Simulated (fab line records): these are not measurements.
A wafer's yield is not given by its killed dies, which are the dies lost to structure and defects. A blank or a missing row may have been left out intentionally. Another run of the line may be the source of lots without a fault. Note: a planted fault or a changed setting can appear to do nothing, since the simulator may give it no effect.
Matching of chambers :: flow nand_harc :: NHARC_P_M1_PRE_CLEAN_32 on pecvd-04: 3 sister chambers
The step time 12 s. 3 wafers are shown with their chamber, then 9 later ones without.

WAFERS, EACH WITH ITS CHAMBER
wafer: L080.5
chamber: 1
heater_power_w (W): 686

wafer: L091.3
chamber: 0
heater_power_w (W): 594

wafer: L091.6
chamber: 2
heater_power_w (W): 700

WAFERS MISSING THEIR CHAMBER
wafer: L092.1
heater_power_w (W): 705

wafer: L092.3
heater_power_w (W): 629

wafer: L092.5
heater_power_w (W): 629

wafer: L093.3
heater_power_w (W): 645

wafer: L093.5
heater_power_w (W): 724

wafer: L093.6
heater_power_w (W): 645

wafer: L094.1
heater_power_w (W): 592

wafer: L094.4
heater_power_w (W): 686

wafer: L094.5
heater_power_w (W): 595

THE CHAMBER EACH PASSED THROUGH
wafer: L092.1
from the rows above: can't be placed: 2 or 1
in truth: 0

wafer: L092.3
from the rows above: can't be placed: 0 or 1 or 2
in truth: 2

wafer: L092.5
from the rows above: can't be placed: 0 or 1 or 2
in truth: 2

wafer: L093.3
from the rows above: can't be placed: 1 or 0 or 2
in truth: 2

wafer: L093.5
from the rows above: can't be placed: 2 or 1
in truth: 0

wafer: L093.6
from the rows above: can't be placed: 1 or 0 or 2
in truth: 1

wafer: L094.1
from the rows above: 0
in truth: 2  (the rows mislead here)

wafer: L094.4
from the rows above: can't be placed: 1 or 2
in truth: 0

wafer: L094.5
from the rows above: 0
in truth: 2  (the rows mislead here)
Correct placement for 0 of the 9. From these rows, 7 cannot be placed; in 4 the true chamber is one of the candidates. Placed wrongly: 2.
How it was worked out, from the rows above alone: a wafer's distance from a chamber is the root of the sum, over the readings, of the square of ((its reading less the chamber's mean) divided by the reading's scatter). If the next closest chamber is less than 2 further off than the closest, the wafer can't be placed; otherwise it belongs to the closest. A chamber's mean is the mean of its shown wafers. The scatter: root of mean squared gap, hidden wafer to nearest shown wafer, with one shown wafer a chamber.
